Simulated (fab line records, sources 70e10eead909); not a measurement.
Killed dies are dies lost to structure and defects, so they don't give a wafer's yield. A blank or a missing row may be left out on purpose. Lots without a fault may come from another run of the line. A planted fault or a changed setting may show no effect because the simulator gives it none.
Tool commonality check | flow nand_harc | 3 lots, 9 wafers sampled

WHY IT WAS OPENED
At NHARC_END_SORT_01 the reading killed_at_array is flagged on 3 of 3 lots. Wafers without a fault read 52, standard deviation 16.
Rule: a lot is flagged when every wafer of it that has a number lies more than 4 standard deviations from that mean, or none has a number. The other lots count as sound.

lot  | measured     | on        | killed_at_array, wafer by wafer | flag
L468 | day 30 12:15 | prober-02 | 671 671 672                     | FLAGGED
L467 | day 30 13:50 | prober-01 | 673 675 675                     | FLAGGED
L470 | day 31 22:51 | prober-02 | 670 669 673                     | FLAGGED
The numbers of the flagged lots are 672 on average: +620 against the usual, or +39 standard deviations.

WHICH TOOL RAN EACH LOT
The record holds 4 process steps before the reading, out of a route of 1302 steps. In each cell: the tool, then ch and the chambers that the sampled wafers went through, then the start.
lot  | flag    | NHARC_A_CONTACT_DESCUM_47          | NHARC_A_CONTACT_ETCH_49                       | NHARC_A_CONTACT_ETCH_121             | NHARC_A_CONTACT_ETCH_90
L468 | FLAGGED | rie_diel-13 ch 0,1,2, day 27 14:12 | rie_diel-13 ch 1,2,3, day 27 18:12 or earlier | har_cap_etch-01 ch 0,1, day 27 18:12 | rie_diel-04 ch 1,2,3, day 27 19:46
L467 | FLAGGED | rie_diel-12 ch 0,1,2, day 27 16:58 | rie_diel-12 ch 1,2, day 27 20:34 or earlier   | har_cap_etch-03 ch 0,1, day 27 20:34 | rie_diel-04 ch 0,1, day 27 21:49
L470 | FLAGGED | rie_diel-04 ch 0,2,3, day 28 17:32 | rie_diel-04 ch 0,2,3, day 28 21:05 or earlier | har_cap_etch-01 ch 0,1, day 28 21:05 | rie_diel-04 ch 0,1,2, day 28 22:24
What these steps do:
- NHARC_A_CONTACT_DESCUM_47: chemistry O2, time 3 s.
- NHARC_A_CONTACT_ETCH_49: etches the open film in N2/H2, target depth 260 nm, time 475.3 s.
- NHARC_A_CONTACT_ETCH_121: etches the open film in C4F8/O2/Ar, time 190 s, target depth 1850 nm.
- NHARC_A_CONTACT_ETCH_90: etches the open film in CH3F/O2, target depth 40 nm, time 85.7 s.
- NHARC_END_SORT_01

FLAGGED OVER TOTAL, TOOL BY TOOL (the gauges that took the reading come last)
step                      | tool            | lots run | flagged | share of the flagged lots | sound lots run after its first flagged lot
NHARC_A_CONTACT_DESCUM_47 | rie_diel-04     | 1        | 1       | some                      | 0
NHARC_A_CONTACT_DESCUM_47 | rie_diel-12     | 1        | 1       | some                      | 0
NHARC_A_CONTACT_DESCUM_47 | rie_diel-13     | 1        | 1       | some                      | 0
NHARC_A_CONTACT_ETCH_49   | rie_diel-04     | 1        | 1       | some                      | 0
NHARC_A_CONTACT_ETCH_49   | rie_diel-12     | 1        | 1       | some                      | 0
NHARC_A_CONTACT_ETCH_49   | rie_diel-13     | 1        | 1       | some                      | 0
NHARC_A_CONTACT_ETCH_121  | har_cap_etch-01 | 2        | 2       | some                      | 0
NHARC_A_CONTACT_ETCH_121  | har_cap_etch-03 | 1        | 1       | some                      | 0
NHARC_A_CONTACT_ETCH_90   | rie_diel-04     | 3        | 3       | all                       | 0
NHARC_END_SORT_01         | prober-01       | 1        | 1       | some                      | 0
NHARC_END_SORT_01         | prober-02       | 2        | 2       | some                      | 0
NHARC_A_CONTACT_ETCH_49 gives no start for some lots, so the hours and the order of its lots are those of NHARC_A_CONTACT_ETCH_121.

WHAT THE TABLE ALLOWS
1 row of the table ran every flagged lot: rie_diel-04 at NHARC_A_CONTACT_ETCH_90.
- rie_diel-04 at NHARC_A_CONTACT_ETCH_90: 3 of its 3 lots flagged. It ran no sound lot before its first flagged lot in this sample, so the start can't be narrowed down.
One tool is left: rie_diel-04 at NHARC_A_CONTACT_ETCH_90.

WHAT THE SIMULATOR HAD PUT IN
Skipped step whole: rie_diel-04, from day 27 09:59 on, at NHARC_A_CONTACT_ETCH_90. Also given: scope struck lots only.
Lots struck among those shown: L468, L467, L470. The rule above found the same.
